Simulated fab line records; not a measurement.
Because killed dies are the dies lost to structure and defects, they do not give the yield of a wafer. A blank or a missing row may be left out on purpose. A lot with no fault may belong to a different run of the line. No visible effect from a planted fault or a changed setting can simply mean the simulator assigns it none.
Which of the tools did it? | flow nand_harc | 36 wafers from 12 lots sampled at 6 of the route's 1159 steps

== WHAT THE GAUGES SHOWED, per wafer ==
NHARC_P_GATE_INSPECT_68.
lot  | measured     | on                | raw_defect_count
L308 | day 5 16:07  | defect_inspect-02 | 150 225 207
L310 | day 5 19:29  | defect_inspect-02 | 132 173 156
L312 | day 6 09:09  | defect_inspect-01 | 1151 1115 1189
L313 | day 6 16:46  | defect_inspect-01 | 148 172 127
L315 | day 7 10:56  | defect_inspect-01 | 1117 1068 1088
L321 | day 8 19:30  | defect_inspect-02 | 120 159 148
L324 | day 9 14:55  | defect_inspect-02 | 222 178 168
L325 | day 9 18:35  | defect_inspect-01 | 194 365 173
L326 | day 10 03:37 | defect_inspect-02 | 90 267 261
L327 | day 10 10:44 | defect_inspect-02 | 296 266 260
L330 | day 10 23:51 | defect_inspect-02 | 113 125 216
L331 | day 11 00:50 | defect_inspect-01 | 191 213 130

NHARC_END_SORT_01.
lot  | measured     | on        | killed_at_array | killed_at_other | killed_at_periphery | killed_dies | killed_open | killed_short
L312 | day 19 14:44 | prober-01 | 25 12 14        | 1 1 3           | 75 33 107           | 101 46 124  | 3 1 2       | 0 2 2
L315 | day 21 15:35 | prober-02 | 18 33 16        | 0 0 1           | 66 104 66           | 84 137 83   | 6 3 2       | 2 3 1
L324 | day 23 22:25 | prober-01 | 23 25 20        | 0 1 0           | 0 2 0               | 23 28 20    | 3 0 1       | 1 3 1
L331 | day 24 11:26 | prober-02 | 35 40 31        | 0 0 1           | 5 7 4               | 40 47 36    | 2 2 7       | 0 8 1

== TOOL THAT RAN EACH LOT (tool first, then ch and the chambers of the sampled wafers, then the start) ==
lot  | NHARC_P_GATE_PRECLEAN_99            | NHARC_P_GATE_STRIP_76                | NHARC_P_GATE_RTA_80              | NHARC_P_GATE_RTA_82
L308 | wet_bench-05 ch 0,2,6, day 5 05:55  | plasma_asher-02 ch 0,1, day 5 11:59  | rtp_anneal-01 ch 0, day 5 15:28  | rtp_anneal-02 ch 0, day 5 15:55
L310 | wet_bench-07 ch 0,1,5, day 5 11:59  | plasma_asher-01 ch 0,1, day 5 15:26  | rtp_anneal-02 ch 0, day 5 18:49  | rtp_anneal-01 ch 0, day 5 19:17
L312 | wet_bench-07 ch 3,4,5, day 6 01:53  | plasma_asher-02 ch 0,1, day 6 05:14  | rtp_anneal-02 ch 0, day 6 08:29  | rtp_anneal-02 ch 0, day 6 08:57
L313 | wet_bench-05 ch 5,6,7, day 6 09:34  | plasma_asher-01 ch 0,1, day 6 12:53  | rtp_anneal-02 ch 0, day 6 16:07  | rtp_anneal-01 ch 0, day 6 16:34
L315 | wet_bench-07 ch 5,6,7, day 7 00:56  | plasma_asher-01 ch 0,1, day 7 06:19  | rtp_anneal-02 ch 0, day 7 10:17  | rtp_anneal-01 ch 0, day 7 10:44
L321 | wet_bench-06 ch 2,3,7, day 8 11:20  | plasma_asher-01 ch 0, day 8 14:37    | rtp_anneal-01 ch 0, day 8 18:34  | rtp_anneal-02 ch 0, day 8 19:20
L324 | wet_bench-07 ch 5,6,7, day 9 07:16  | plasma_asher-01 ch 0,1, day 9 10:37  | rtp_anneal-01 ch 0, day 9 14:18  | rtp_anneal-02 ch 0, day 9 14:46
L325 | wet_bench-07 ch 4,6,7, day 9 11:29  | plasma_asher-02 ch 0,1, day 9 14:43  | rtp_anneal-01 ch 0, day 9 17:56  | rtp_anneal-02 ch 0, day 9 18:23
L326 | wet_bench-07 ch 1,2,4, day 9 20:17  | plasma_asher-02 ch 0,1, day 9 23:38  | rtp_anneal-02 ch 0, day 10 03:02 | rtp_anneal-01 ch 0, day 10 03:30
L327 | wet_bench-07 ch 3,4,6, day 10 03:19 | plasma_asher-01 ch 0,1, day 10 06:44 | rtp_anneal-02 ch 0, day 10 10:08 | rtp_anneal-02 ch 0, day 10 10:35
L330 | wet_bench-07 ch 0,5,7, day 10 16:19 | plasma_asher-01 ch 0, day 10 19:39   | rtp_anneal-02 ch 0, day 10 23:00 | rtp_anneal-01 ch 0, day 10 23:41
L331 | wet_bench-05 ch 1,4,7, day 10 16:52 | plasma_asher-02 ch 0, day 10 20:13   | rtp_anneal-02 ch 0, day 11 00:13 | rtp_anneal-01 ch 0, day 11 00:40
- NHARC_P_GATE_PRECLEAN_99: cleans in SC1.
- NHARC_P_GATE_STRIP_76: strips in O2.
- NHARC_P_GATE_RTA_80: time 30 s.
- NHARC_P_GATE_RTA_82: time 30 s.

== WHAT THE TOOLS THEMSELVES READ (means of the sampled wafers that have a number; where no wafer has one, the mark that the record gives instead) ==
NHARC_P_GATE_PRECLEAN_99.
lot  | tool         | sc1_h2o2_end_mol_l
L308 | wet_bench-05 | 0.3701
L310 | wet_bench-07 | 0.3701
L312 | wet_bench-07 | 0.3695
L313 | wet_bench-05 | 0.3697
L315 | wet_bench-07 | 0.3700
L321 | wet_bench-06 | 0.3695
L324 | wet_bench-07 | 0.3699
L325 | wet_bench-07 | 0.3689
L326 | wet_bench-07 | 0.3699
L327 | wet_bench-07 | 0.3698
L330 | wet_bench-07 | 0.3701
L331 | wet_bench-05 | 0.3708

NHARC_P_GATE_STRIP_76.
lot  | tool            | drypump_motor_current_A (A) | heater_power_w (W)
L308 | plasma_asher-02 | 5.45                        | 364
L310 | plasma_asher-01 | 5.79                        | 331
L312 | plasma_asher-02 | 5.66                        | 370
L313 | plasma_asher-01 | 5.80                        | 327
L315 | plasma_asher-01 | 5.60                        | 346
L321 | plasma_asher-01 | 5.97                        | 310
L324 | plasma_asher-01 | 5.78                        | 332
L325 | plasma_asher-02 | 5.65                        | 380
L326 | plasma_asher-02 | 5.46                        | 360
L327 | plasma_asher-01 | 5.77                        | 328
L330 | plasma_asher-01 | 5.95                        | 311
L331 | plasma_asher-02 | 5.30                        | 338

NHARC_P_GATE_RTA_80.
lot  | tool          | lamp_power_pct (%) | lamp_zone_6_pct (%) | wafer_temp_C_max
L308 | rtp_anneal-01 | 2.42               | 2.39                | 301.9
L310 | rtp_anneal-02 | 2.30               | 2.28                | 301.6
L312 | rtp_anneal-02 | 2.31               | 2.28                | 301.6
L313 | rtp_anneal-02 | 2.31               | 2.28                | 301.7
L315 | rtp_anneal-02 | 2.30               | 2.28                | 301.7
L321 | rtp_anneal-01 | 2.42               | 2.39                | 302.2
L324 | rtp_anneal-01 | 2.42               | 2.39                | 302.3
L325 | rtp_anneal-01 | 2.43               | 2.40                | 302.3
L326 | rtp_anneal-02 | 2.30               | 2.28                | 301.5
L327 | rtp_anneal-02 | 2.31               | 2.28                | 302.1
L330 | rtp_anneal-02 | 2.30               | 2.28                | 301.6
L331 | rtp_anneal-02 | 2.30               | 2.28                | 301.7

NHARC_P_GATE_RTA_82.
lot  | tool          | lamp_power_pct (%) | lamp_zone_6_pct (%) | wafer_temp_C_max
L308 | rtp_anneal-02 | 4.52               | 4.49                | 452.2
L310 | rtp_anneal-01 | 4.76               | 4.72                | 453.2
L312 | rtp_anneal-02 | 4.52               | 4.49                | 452.3
L313 | rtp_anneal-01 | 4.75               | 4.71                | 453.3
L315 | rtp_anneal-01 | 4.75               | 4.72                | 453.2
L321 | rtp_anneal-02 | 4.53               | 4.49                | 452.8
L324 | rtp_anneal-02 | 4.52               | 4.49                | 452.7
L325 | rtp_anneal-02 | 4.53               | 4.49                | 452.2
L326 | rtp_anneal-01 | 4.76               | 4.72                | 453.2
L327 | rtp_anneal-02 | 4.53               | 4.49                | 453.6
L330 | rtp_anneal-01 | 4.75               | 4.72                | 453.0
L331 | rtp_anneal-01 | 4.76               | 4.71                | 452.9

== THE ANSWER, worked out from the rows above alone ==
Rule: the lots themselves supply what counts as usual. The widest of any qualifying gaps counts: lots, ordered by their means at a reading, are off when they make up no more than a third of the lots, leave a main group of 4 or more, and stand apart from it by 3 or more times the standard deviation of that group's means. A main group whose means are all the same, to the digits that the tables above print for the reading, isn't used. Also off: a lot with no number at a reading for which 4 or more lots have one. The other lots that the step has rows for count as sound. First the gauges in route order, then the tools' own readings, where a lot's mean is used as printed above. The first step at which some lot is off is used, and at that step the reading that is off furthest; a lot without a number counts as furthest.
Off, at NHARC_P_GATE_INSPECT_68 on raw_defect_count: L312, L315. For the main group the mean is 188 and the standard deviation 41.
A tool fits if, at a process step before that reading, it ran every lot that is off, and no sound lot after the first of them. Those tools and the gauges at NHARC_P_GATE_INSPECT_68 are tried in the same way. Not one of the candidates tried fits.

== WHAT THE SIMULATOR PUT IN ==
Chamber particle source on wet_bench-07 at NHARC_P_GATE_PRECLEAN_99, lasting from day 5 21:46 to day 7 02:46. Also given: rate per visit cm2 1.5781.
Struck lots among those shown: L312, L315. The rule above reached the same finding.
